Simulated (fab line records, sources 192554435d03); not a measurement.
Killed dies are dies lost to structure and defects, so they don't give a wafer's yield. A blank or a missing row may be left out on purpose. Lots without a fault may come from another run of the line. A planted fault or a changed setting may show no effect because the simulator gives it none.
Split-lot experiment | flow n5_finfet | 7 lots, 21 wafers read, on a route of 1938 steps

THE SPLIT
At N5_BEOL_M13_EXPOSE_25 (exposes mask M13, target cd 210 nm), the setting dose_mj was moved away from the recipe's 22 on 7 of the 21 wafers read, by -7.4% to +4.2%. The other wafers ran this setting at the recipe's value.

FROM THE SPLIT TO THE READING: what the file shows between them, 3 steps
- N5_BEOL_M13_PEB_26: peb time 90 s
- N5_BEOL_M13_DEVELOP_27: develop time 45 s
- N5_BEOL_M13_HARDBAKE_32: time 120 s

THE READING
cd_nm, in nm, at N5_BEOL_M13_CD_MEAS_28 (target cd 209.5 nm). Fault-free wafers of this fab line usually give 209.1 nm, standard deviation 0.96 nm.

wafer  | tool, chamber at the split | dose_mj as run | against the recipe | cd_nm, nm | against lot-mates on the recipe
L074.1 | krf_scanner-01, 0          | 20.92          | -4.9%              | 203.3     | -5.9
L074.2 | krf_scanner-01, 0          | 22             | recipe             | 209.2     | -
L074.4 | krf_scanner-01, 0          | 20.92          | -4.9%              | 204.1     | -5.1
L081.3 | krf_scanner-01, 0          | 21.49          | -2.3%              | 207.7     | -1.6
L081.4 | krf_scanner-01, 0          | 22             | recipe             | 209.3     | -
L081.6 | krf_scanner-01, 0          | 21.49          | -2.3%              | 208.0     | -1.3
L083.1 | krf_scanner-02, 0          | 22             | recipe             | 209.6     | -
L083.5 | krf_scanner-02, 0          | 22             | recipe             | 210.0     | -
L083.6 | krf_scanner-02, 0          | 22             | recipe             | 209.3     | -
L091.3 | krf_scanner-02, 0          | 22             | recipe             | 208.5     | -
L091.4 | krf_scanner-02, 0          | 22.93          | +4.2%              | 213.0     | +3.5
L091.5 | krf_scanner-02, 0          | 22             | recipe             | 210.5     | -
L092.1 | krf_scanner-01, 0          | 22             | recipe             | 206.1     | -
L092.3 | krf_scanner-01, 0          | 20.37          | -7.4%              | 199.0     | -7.3
L092.4 | krf_scanner-01, 0          | 22             | recipe             | 206.6     | -
L095.1 | krf_scanner-02, 0          | 21.43          | -2.6%              | 206.4     | -1.8
L095.3 | krf_scanner-02, 0          | 22             | recipe             | 208.3     | -
L095.5 | krf_scanner-02, 0          | 22             | recipe             | 208.0     | -
L097.1 | krf_scanner-01, 0          | 22             | recipe             | 207.6     | -
L097.2 | krf_scanner-01, 0          | 22             | recipe             | 208.1     | -
L097.3 | krf_scanner-01, 0          | 22             | recipe             | 208.4     | -

THE FIT
A straight line over all 21 wafers: cd_nm changes by +1.08 nm for each +1% of dose_mj; r = +0.91; the points scatter about the line by 1.2 nm.
The same after taking each lot's own level away (the mean of its wafers on the recipe; 21 wafers): +0.973 nm for each +1%; r = +0.97; scatter 0.58 nm.
On that fit, the largest move of dose_mj shifts the reading by 7.2 nm.
The lots' own levels span 206.35 to 209.63 nm, that is 3.4 times the standard deviation above.
So the lot-to-lot level changes the slope: the two fits differ.
Check: with one of the wafers moved furthest among these (-7.4%) left out of the fit, the line predicts -7.1 nm for it against its lot-mates. It came out at -7.35 nm against them.

OTHER SPLITS ON THESE WAFERS
These wafers also went through other splits before the reading. Each is held against what the fit with the lots' levels taken away leaves over:
other split on the same wafers | wafers away from the commonest value | r with cd_nm (lot level and that fit taken away)
N5_BEOL_M12_SPUTTER_43 power_w | 7                                    | +0.20

THE WHOLE CHAIN: every reading that the file lists as answering this split, in the file's order
step                   | what it does                    | reading                                                         | change (the file's fit)               | r (the file's)
N5_BEOL_M13_CD_MEAS_28 | target cd 209.5 nm              | cd_nm                                                           | +0.95 nm for each +1% of the setting  | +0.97
N5_BEOL_M13_DESCUM_33  | chemistry O2, time 7.9 s        | BEOL_M13.cd_nm (the simulator's own value, which no gauge read) | +0.964 nm for each +1% of the setting | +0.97
N5_BEOL_M13_ETCH_68    | etches SOC in N2/H2, time 355 s | BEOL_M13.cd_nm (the simulator's own value, which no gauge read) | +1.02 nm for each +1% of the setting  | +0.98

THE FILE'S OWN FIT
cd_nm changes by +0.95 nm for each +1% of dose_mj, r = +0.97.
